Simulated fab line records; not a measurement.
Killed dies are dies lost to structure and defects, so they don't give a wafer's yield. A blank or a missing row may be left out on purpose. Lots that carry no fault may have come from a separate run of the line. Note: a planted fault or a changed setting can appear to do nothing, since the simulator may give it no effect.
Chamber matching    flow nand harc    4 sister chambers for NHARC_A_STAIRCASE_CMP_450 on cmp-03
The step polishes SiO2, target thk 200 nm. 8 wafers are shown with their chamber, then 7 later ones without.

## WAFERS WITH THEIR CHAMBER
wafer   chamber  motor current A (A)
L084.5  3        12.7
L086.2  1        11.9
L086.6  2        12.4
L089.1  0        10.8
L089.3  1        10.8
L089.4  3        12.9
L087.1  0        11.1
L087.2  2        12.2

## WAFERS MISSING THEIR CHAMBER
wafer   motor current A (A)
L087.3  12.4
L087.4  12.7
L087.5  12.6
L087.6  11.9
L093.4  12.7
L093.5  11.2
L093.6  12.4

## WHICH CHAMBER EACH WENT THROUGH
wafer   from the rows above                in truth
L087.3  can't be placed: 2 or 3            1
L087.4  can't be placed: 3 or 2            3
L087.5  can't be placed: 3 or 2            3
L087.6  can't be placed: 2 or 1 or 3 or 0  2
L093.4  can't be placed: 3 or 2            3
L093.5  can't be placed: 1 or 0            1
L093.6  can't be placed: 2 or 3            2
Correctly placed: 0 of 7. These rows do not allow placing 7 (true chamber among the candidates in 6). Wrongly placed: 0.
How it was worked out, from the rows above alone: a wafer's distance from a chamber is the root of the sum, over the readings, of the square of ((its reading less the chamber's mean) divided by the reading's scatter). If the next closest chamber is less than 2 further off than the closest, the wafer can't be placed; otherwise it belongs to the closest. A chamber's mean is the mean of its shown wafers. The scatter: take each reading less its chamber's mean, square it, sum over the shown wafers, divide by the number of wafers less the number of chambers, and take the root.
